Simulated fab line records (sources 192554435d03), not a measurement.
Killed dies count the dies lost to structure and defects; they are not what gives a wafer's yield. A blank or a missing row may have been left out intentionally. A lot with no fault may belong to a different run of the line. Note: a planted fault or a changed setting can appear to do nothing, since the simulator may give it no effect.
fab line records ; flow n5-finfet
[record] lots = 7; wafers = 21
route steps=1938 shown BEOL_M3@957 BEOL_M5@1160 BEOL_M6@1239
start-h: hours from the record's opening day to when the first of the lot's shown wafers began ; wait-h: hours elapsed since this lot's preceding step ; " repeats the value in the row above ; L1.1+2: a single row standing in for several wafers ; - value missing, or start not given ; * or withheld: withheld ; < > ~ a bound
route shown NAME@n: names a module that has steps shown in the file, with the first one's number in the route ; usual: average and standard deviation across the fault-free wafers ; same: alike in all rows ; chamber/n: place in a boat ; sites: readings site by site ; _std_site: how widely they spread, as a standard deviation ; _edge_site: the outer-site mean with the inner-site mean subtracted ; radius-mm: for every site, how far away it sits from the centre of the wafer ; mask NAME#n: copy n ; behind: tool/chamber where the wafer was last shaped ; hold: why the lot was held/for how many hours/how that ended ; device: the transistor (n, p or np) that didn't switch ; end of line: the route-end tests of the same wafers ; a step given without rows: its recipe and nothing more ; killed: dies that structure and defects cost at the first sort, which is not the same as the wafer's yield ; map: the dies of a wafer, with x for killed, . for not killed, _ for no die there
set.NAME: the run value of the setting; set.NAME@STEP: its run value at that earlier step ; model.NAME: the simulator's own value behind a step, which no gauge read
lots whose settings were changed on purpose; a table a step, a row a wafer
[[steps]]
[step N5_BEOL_M3_COAT_67]
[recipe] resist = SOC; temp-c = 250; time-s = 60; spin-rpm = 1500; resist-thk-nm = 60
lot.wafer;tool;chamber;start-h;wait-h;set.spin-rpm;model.SOC_of_BEOL_M3_COAT_67.thk-nm
L075.2+6;litho-track-04;0;157.34;0.0;1500;60.2
L075.3;litho-track-04;0;157.34;0.0;1500;60.4
L077.1+2+5;litho-track-01;0;183.93;0.0;1500;59.8
L078.4;litho-track-01;0;196.07;0.0;1500;60
L078.5;litho-track-01;0;196.07;0.0;1625;57.8
L078.6;litho-track-01;0;196.07;0.0;1500;60.2
L081.1+5;litho-track-03;0;203.49;0.0;1500;60.2
L081.3;litho-track-03;0;203.49;0.0;1413;62.2
L082.1+2;litho-track-04;0;209.02;0.0;1500;60.2
L082.5;litho-track-04;0;209.02;0.0;1453;61.2
L090.2;litho-track-01;0;255.71;0.0;1500;60
L090.4+6;litho-track-01;0;255.71;0.0;1343;63.6
L093.4+6;litho-track-04;0;277.70;0.0;1500;60
L093.5;litho-track-04;0;277.70;0.0;1500;59.8
[step N5_BEOL_M3_COAT_68]
[recipe] resist = SiARC; temp-c = 220; time-s = 60; spin-rpm = 1500; resist-thk-nm = 12
lot.wafer;tool;chamber;start-h;wait-h;set.spin-rpm;model.SiARC_of_BEOL_M3_COAT_68.thk-nm
L075.2+3;litho-track-04;0;-;-;1500;12
L075.6;litho-track-04;0;-;-;1452;12.2
L077.1+2+5;litho-track-01;0;-;-;1500;12
L078.4;litho-track-01;0;-;-;1452;12.2
L078.5+6;litho-track-01;0;-;-;1500;12
L081.1+3;litho-track-03;0;-;-;1500;12
L081.5;litho-track-03;0;-;-;1638;11.6
L082.1;litho-track-04;0;-;-;1584;11.8
L082.2+5;litho-track-04;0;-;-;1500;12
L090.2;litho-track-01;0;-;-;1340;12.8
L090.4;litho-track-01;0;-;-;1500;12
L090.6;litho-track-01;0;-;-;1340;12.6
L093.4+5;litho-track-04;0;-;-;1500;12
L093.6;litho-track-04;0;-;-;1648;11.6
[step N5_BEOL_M3_COAT_76]
[recipe] resist = underlayer; temp-c = 205; time-s = 60; spin-rpm = 1500; resist-thk-nm = 5
[step N5_BEOL_M3_COAT_22]
[recipe] resist = CAR-EUV; spin-rpm = 1500; resist-thk-nm = 30
[step N5_BEOL_M3_DESCUM_33]
[recipe] chemistry = O2; time-s = 7; source-power-w = 50; bias-power-w = 20; pressure-mtorr = 20; rf-frequency-hz = 2.712e+07; temp-c = 40; resist = CAR-EUV; o2-flow-sccm = 225
[step N5_BEOL_M3_ETCH_77]
[recipe] chemistry = N2/H2; target = underlayer; target-depth-a = 65; mask-material = CAR-EUV; time-s = 5.2; ion-energy-ev = 200; pressure-mtorr = 30; source-w = 840; bias-w = 150; n2-flow-sccm = 200; h2-flow-sccm = 200; ends = cleared
[step N5_BEOL_M3_ETCH_69]
[recipe] chemistry = CF4; target = SiARC; target-depth-a = 156; mask-material = CAR-EUV; time-s = 26; ion-energy-ev = 80; pressure-mtorr = 40; source-w = 545; bias-w = 36; Ar_flow_sccm = 100; cf4-flow-sccm = 100; ends = cleared
[usual] etch-rf-on-time-s = 26.0/0.47
lot.wafer;tool;chamber;start-h;wait-h;set.spin-rpm@BEOL_M3_COAT_68;etch-rf-on-time-s;model.etch.depth-nm
L075.2;rie-diel-04;0;157.80;0.0;1500;26.3;12.01
L075.3;rie-diel-04;3;157.80;0.0;1500;26.0;12.03
L075.6;rie-diel-04;2;157.80;0.0;1452;26.5;12.22
L077.1;rie-diel-05;0;184.39;0.0;1500;26.5;12.04
L077.2;rie-diel-05;1;184.39;0.0;1500;26.4;12.09
L077.5;rie-diel-05;2;184.39;0.0;1500;26.1;12.06
L078.4;rie-diel-04;3;196.65;0.0;1452;26.6;12.26
L078.5;rie-diel-04;2;196.65;0.0;1500;26.0;12.05
L078.6;rie-diel-04;3;196.65;0.0;1500;26.2;12.03
L081.1;rie-diel-06;2;204.67;0.0;1500;26.9;12.05
L081.3;rie-diel-06;0;204.67;0.0;1500;25.7;12.06
L081.5;rie-diel-06;0;204.67;0.0;1638;24.7;11.54
L082.1;rie-diel-04;2;209.47;0.0;1584;25.0;11.74
L082.2;rie-diel-04;1;209.47;0.0;1500;25.5;12.01
L082.5;rie-diel-04;2;209.47;0.0;1500;25.8;12.07
L090.2;rie-diel-04;3;256.29;0.0;1340;27.4;12.73
L090.4;rie-diel-04;3;256.29;0.0;1500;26.0;11.99
L090.6;rie-diel-04;0;256.29;0.0;1340;27.6;12.69
L093.4;rie-diel-04;0;278.15;0.0;1500;26.3;12.04
L093.5;rie-diel-04;1;278.15;0.0;1500;25.6;12.05
L093.6;rie-diel-04;2;278.15;0.0;1648;24.5;11.51
[step N5_BEOL_M3_ALD_98]
[recipe] material = SiO2; target-thk-a = 25; temp-c = 100; ald-precursor-family = BDEAS; ald-co-reactant = O2-plasma; pulse-time-s = 1; co-reactant-pulse-time-s = 1; purge-time-s = 2; co-reactant-purge-time-s = 2; ald-cycles = 17; pressure-torr = 2
[step N5_BEOL_M3_ETCHBACK_99]
[recipe] chemistry = CHF3; target = SiO2; target-depth-a = 50; time-s = 10.4; source-w = 215; bias-w = 47; Ar_flow_sccm = 200; CHF3_flow_sccm = 12; ion-energy-ev = 100; pressure-mtorr = 30
[step N5_BEOL_M3_ETCH_70]
[recipe] chemistry = N2/H2; target = SOC; target-depth-a = 800; overetch-a = 160; mask-material = SiARC; temp-c = 40; time-s = 120; ion-energy-ev = 200; pressure-mtorr = 30; source-w = 840; bias-w = 150; n2-flow-sccm = 200; h2-flow-sccm = 200
lot.wafer;tool;chamber;start-h;wait-h;set.spin-rpm@BEOL_M3_COAT_67;model.etch.depth-nm
L075.2;rie-diel-05;3;160.26;0.0;1500;60.19
L075.3;rie-diel-05;2;160.26;0.0;1500;60.34
L075.6;rie-diel-05;1;160.26;0.0;1500;60.11
L077.1;rie-diel-04;0;197.01;0.0;1500;59.81
L077.2;rie-diel-04;3;197.01;0.0;1500;59.75
L077.5;rie-diel-04;2;197.01;0.0;1500;59.79
L078.4;rie-diel-04;1;197.44;0.0;1500;60.07
L078.5;rie-diel-04;3;197.44;0.0;1625;57.73
L078.6;rie-diel-04;2;197.44;0.0;1500;60.15
L081.1;rie-diel-05;3;210.59;0.0;1500;60.22
L081.3;rie-diel-05;1;210.59;0.0;1413;62.23
L081.5;rie-diel-05;1;210.59;0.0;1500;60.24
L082.1;rie-diel-04;1;224.10;0.0;1500;60.14
L082.2;rie-diel-04;2;224.10;0.0;1500;60.2
L082.5;rie-diel-04;3;224.10;0.0;1453;61.27
L090.2;rie-diel-04;3;261.82;0.0;1500;59.93
L090.4;rie-diel-04;0;261.82;0.0;1343;63.56
L090.6;rie-diel-04;0;261.82;0.0;1343;63.6
L093.4;rie-diel-04;3;291.68;0.0;1500;59.93
L093.5;rie-diel-04;0;291.68;0.0;1500;59.83
L093.6;rie-diel-04;1;291.68;0.0;1500;60.03
[step N5_BEOL_M3_STRIP_71]
[recipe] chemistry = N2/H2; temp-c = 40; n2-flow-sccm = 200; h2-flow-sccm = 200; rf-frequency-hz = 6e+07
[step N5_BEOL_M3_STRIP_78]
[recipe] chemistry = N2/H2; temp-c = 40; n2-flow-sccm = 200; h2-flow-sccm = 200; rf-frequency-hz = 6e+07
[step N5_BEOL_M3_VIA_ETCH_34]
[recipe] chemistry = C4F6/O2; target-depth-a = 694; mask-material = SOC; pressure-mtorr = 15; ion-energy-ev = 250; taper-deg = 4; time-s = 65.9; source-w = 350; bias-w = 170; Ar_flow_sccm = 300; C4F6_flow_sccm = 10; O2_flow_sccm = 10
lot.wafer;tool;chamber;start-h;wait-h;set.spin-rpm@BEOL_M3_COAT_67;model.SOC_of_BEOL_M3_COAT_67.thk-nm
L075.2+6;rie-diel-05;3,1;160.36;0.0;1500;52
L075.3;rie-diel-05;2;160.36;0.0;1500;52.2
L077.1;rie-diel-04;0;197.11;0.0;1500;51.8
L077.2;rie-diel-04;3;197.11;0.0;1500;51.6
L077.5;rie-diel-04;2;197.11;0.0;1500;51.4
L078.4+6;rie-diel-04;1,2;197.55;0.0;1500;51.8
L078.5;rie-diel-04;3;197.55;0.0;1625;49.8
L081.1;rie-diel-05;3;210.69;0.0;1500;52
L081.3;rie-diel-05;1;210.69;0.0;1413;54.2
L081.5;rie-diel-05;1;210.69;0.0;1500;52.2
L082.1+2;rie-diel-04;1,2;224.20;0.0;1500;51.8
L082.5;rie-diel-04;3;224.20;0.0;1453;53.2
L090.2;rie-diel-04;3;261.97;0.0;1500;51.8
L090.4+6;rie-diel-04;0;261.97;0.0;1343;55.6
L093.4;rie-diel-04;3;291.78;0.0;1500;52
L093.5;rie-diel-04;0;291.78;0.0;1500;51.6
L093.6;rie-diel-04;1;291.78;0.0;1500;51.8
[step N5_BEOL_M5_TRENCH_ETCH_37]
[recipe] chemistry = C4F6/O2; target-depth-a = 716.52; target = SiCOH_lowk; time-s = 24.7; ion-energy-ev = 250; pressure-mtorr = 30; source-w = 345; bias-w = 185; Ar_flow_sccm = 300; C4F6_flow_sccm = 10; O2_flow_sccm = 10
[usual] rf-vpp-V = 668/7.3
lot.wafer;tool;chamber;start-h;wait-h;set.bias-w;rf-vpp-V
L075.2;rie-diel-05;2;-;-;185;668
L075.3;rie-diel-05;1;-;-;185;671
L075.6;rie-diel-05;2;-;-;185;668
L077.1;rie-diel-05;2;-;-;185;668
L077.2;rie-diel-05;0;-;-;185;671
L077.5;rie-diel-05;2;-;-;185;666
L078.4;rie-diel-05;0;-;-;185;672
L078.5;rie-diel-05;2;-;-;185;668
L078.6;rie-diel-05;1;-;-;185;671
L081.1;rie-diel-05;2;-;-;185;669
L081.3;rie-diel-05;3;-;-;185;667
L081.5;rie-diel-05;0;-;-;185;672
L082.1;rie-diel-05;2;-;-;185;666
L082.2;rie-diel-05;0;-;-;170.1;628
L082.5;rie-diel-05;1;-;-;170.1;627
L090.2;rie-diel-04;0;-;-;185;667
L090.4;rie-diel-04;2;-;-;154.9;581
L090.6;rie-diel-04;2;-;-;185;668
L093.4;rie-diel-06;0;-;-;185;681
L093.5;rie-diel-06;3;-;-;161.4;600
L093.6;rie-diel-06;2;-;-;161.4;606
[step N5_BEOL_M5_ETCH_41]
[recipe] chemistry = CH3F/O2; target = SiCN; target-depth-a = 315; taper-deg = 2; time-s = 56.7; ion-energy-ev = 120; mask-material = TiN; pressure-mtorr = 30; source-w = 395; bias-w = 75; Ar_flow_sccm = 150; CH3F_flow_sccm = 30; O2_flow_sccm = 20
[usual] rf-vpp-V = 297.3/1.8
lot.wafer;tool;chamber;start-h;wait-h;set.source-w;rf-vpp-V;model.etch.depth-nm
L075.2;rie-diel-05;2;-;-;417.4;294.1;21.95
L075.3;rie-diel-05;1;-;-;395;296.7;21.29
L075.6;rie-diel-05;2;-;-;417.4;292.3;21.81
L077.1;rie-diel-05;2;-;-;395;297.6;21.38
L077.2;rie-diel-05;0;-;-;395;299.0;20.96
L077.5;rie-diel-05;2;-;-;395;298.5;21.45
L078.4;rie-diel-05;0;-;-;395;297.1;21.2
L078.5;rie-diel-05;2;-;-;395;296.8;21.35
L078.6;rie-diel-05;1;-;-;395;298.9;21.27
L081.1;rie-diel-05;2;-;-;395;298.9;21.53
L081.3;rie-diel-05;3;-;-;395;299.7;21.65
L081.5;rie-diel-05;0;-;-;395;299.2;21.01
L082.1;rie-diel-05;2;-;-;395;299.7;21.26
L082.2;rie-diel-05;0;-;-;395;297.5;21.12
L082.5;rie-diel-05;1;-;-;395;298.3;21.43
L090.2;rie-diel-04;0;-;-;395;296.0;21.35
L090.4;rie-diel-04;2;-;-;427.9;288.6;22.39
L090.6;rie-diel-04;2;-;-;427.9;289.3;22.46
L093.4;rie-diel-06;0;-;-;395;297.7;21.37
L093.5;rie-diel-06;3;-;-;330.1;315.5;19.93
L093.6;rie-diel-06;2;-;-;330.1;316.4;20.12
[step N5_BEOL_M6_TRENCH_ETCH_37]
[recipe] chemistry = C4F6/O2; target-depth-a = 944.35; target = SiCOH_lowk; time-s = 31.5; ion-energy-ev = 250; pressure-mtorr = 30; source-w = 345; bias-w = 185; Ar_flow_sccm = 300; C4F6_flow_sccm = 10; O2_flow_sccm = 10
[usual] rf-vpp-V = 667/6.5
lot.wafer;tool;chamber;start-h;wait-h;set.bias-w;rf-vpp-V;model.BEOL_M6.feature-depth-nm;model.etch.depth-nm
L075.2;rie-diel-03;0;-;-;185;661;94.4;94.48
L075.3;rie-diel-03;2;-;-;185;655;95.6;95.6
L075.6;rie-diel-03;0;-;-;185;662;95.2;95.17
L077.1;rie-diel-03;2;-;-;185;656;94.8;94.77
L077.2;rie-diel-03;1;-;-;185;659;95.2;95.13
L077.5;rie-diel-03;0;-;-;185;661;93.2;93.15
L078.4;rie-diel-03;0;-;-;160.7;592;90;90.03
L078.5;rie-diel-03;2;-;-;185;655;95.4;95.45
L078.6;rie-diel-03;1;-;-;160.7;589;91.6;91.64
L081.1;rie-diel-01;3;-;-;185;679;93.6;93.56
L081.3;rie-diel-01;1;-;-;185;667;94.2;94.17
L081.5;rie-diel-01;3;-;-;185;680;93.4;93.41
L082.1;rie-diel-01;2;-;-;185;671;95.2;95.22
L082.2;rie-diel-01;0;-;-;161;593;91;91.03
L082.5;rie-diel-01;2;-;-;185;670;96;96.04
L090.2;rie-diel-03;1;-;-;185;660;95.6;95.67
L090.4;rie-diel-03;1;-;-;185;660;96.2;96.19
L090.6;rie-diel-03;3;-;-;199.5;710;97.4;97.48
L093.4;rie-diel-01;0;-;-;211.9;737;99.4;99.39
L093.5;rie-diel-01;2;-;-;185;669;94.8;94.83
L093.6;rie-diel-01;3;-;-;185;679;94;94.05
[step N5_BEOL_M6_ETCH_41]
[recipe] chemistry = CH3F/O2; target = SiCN; target-depth-a = 297; taper-deg = 2; time-s = 52; ion-energy-ev = 120; mask-material = TiN; pressure-mtorr = 30; source-w = 395; bias-w = 75; Ar_flow_sccm = 150; CH3F_flow_sccm = 30; O2_flow_sccm = 20
[step N5_BEOL_M6_STRIP_80]
[recipe] chemistry = N2/H2; time-s = 10; power-w = 450; temp-c = 40; pressure-mtorr = 20; rf-frequency-hz = 6e+07; bias-power-w = 7; n2-flow-sccm = 200; h2-flow-sccm = 200
[step N5_BEOL_M6_OCD_MEAS_38]
[usual] trench-depth-nm = 94.8/0.97
lot.wafer;tool;chamber;start-h;wait-h;set.bias-w@BEOL_M6_TRENCH_ETCH_37;trench-depth-nm
L075.2;ocd-01;-;220.52;-;185;94.5
L075.3;ocd-01;-;220.52;-;185;96.0
L075.6;ocd-01;-;220.52;-;185;95.5
L077.1;ocd-01;-;227.79;-;185;94.6
L077.2;ocd-01;-;227.79;-;185;95.3
L077.5;ocd-01;-;227.79;-;185;93.2
L078.4;ocd-01;-;231.37;-;160.7;89.9
L078.5;ocd-01;-;231.37;-;185;95.7
L078.6;ocd-01;-;231.37;-;160.7;91.7
L081.1;ocd-01;-;246.52;-;185;93.7
L081.3;ocd-01;-;246.52;-;185;93.6
L081.5;ocd-01;-;246.52;-;185;93.7
L082.1;ocd-01;-;262.83;-;185;96.0
L082.2;ocd-01;-;262.83;-;161;90.3
L082.5;ocd-01;-;262.83;-;185;96.2
L090.2;ocd-02;-;321.44;-;185;95.9
L090.4;ocd-02;-;321.44;-;185;96.3
L090.6;ocd-02;-;321.44;-;199.5;97.4
L093.4;ocd-01;-;330.13;-;211.9;99.3
L093.5;ocd-01;-;330.13;-;185;94.5
L093.6;ocd-01;-;330.13;-;185;93.5
[[key]]
[split] step = N5_BEOL_M3_COAT_67; setting = spin-rpm; stated = 1500; by = wafer
[response] step = N5_BEOL_M3_COAT_67; reading = model.SOC_of_BEOL_M3_COAT_67.thk-nm; change = -0.322; per = 1%; r = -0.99
[response] step = N5_BEOL_M3_ETCH_70; reading = model.etch.depth-nm; change = -0.329; per = 1%; r = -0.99
[response] step = N5_BEOL_M3_VIA_ETCH_34; reading = model.SOC_of_BEOL_M3_COAT_67.thk-nm; change = -0.328; per = 1%; r = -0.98
[split] step = N5_BEOL_M3_COAT_68; setting = spin-rpm; stated = 1500; by = wafer
[response] step = N5_BEOL_M3_COAT_68; reading = model.SiARC_of_BEOL_M3_COAT_68.thk-nm; change = -0.0503; per = 1%; r = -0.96
[response] step = N5_BEOL_M3_ETCH_69; reading = etch-rf-on-time-s; change = *; per = 1%; r = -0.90
[response] step = N5_BEOL_M3_ETCH_69; reading = model.etch.depth-nm; change = -0.0597; per = 1%; r = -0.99
[split] step = N5_BEOL_M5_TRENCH_ETCH_37; setting = bias-w; stated = 185; by = wafer
[response] step = N5_BEOL_M5_TRENCH_ETCH_37; reading = rf-vpp-V; change = +5.48; per = 1%; r = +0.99
[split] step = N5_BEOL_M5_ETCH_41; setting = source-w; stated = 395; by = wafer
[response] step = N5_BEOL_M5_ETCH_41; reading = rf-vpp-V; change = -1.02; per = 1%; r = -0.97
[response] step = N5_BEOL_M5_ETCH_41; reading = model.etch.depth-nm; change = +0.0925; per = 1%; r = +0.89
[split] step = N5_BEOL_M6_TRENCH_ETCH_37; setting = bias-w; stated = 185; by = wafer
[response] step = N5_BEOL_M6_TRENCH_ETCH_37; reading = rf-vpp-V; change = +5.15; per = 1%; r = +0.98
[response] step = N5_BEOL_M6_TRENCH_ETCH_37; reading = model.BEOL_M6.feature-depth-nm; change = +0.333; per = 1%; r = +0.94
[response] step = N5_BEOL_M6_TRENCH_ETCH_37; reading = model.etch.depth-nm; change = +0.333; per = 1%; r = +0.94
[response] step = N5_BEOL_M6_OCD_MEAS_38; reading = trench-depth-nm; change = +0.369; per = 1%; r = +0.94
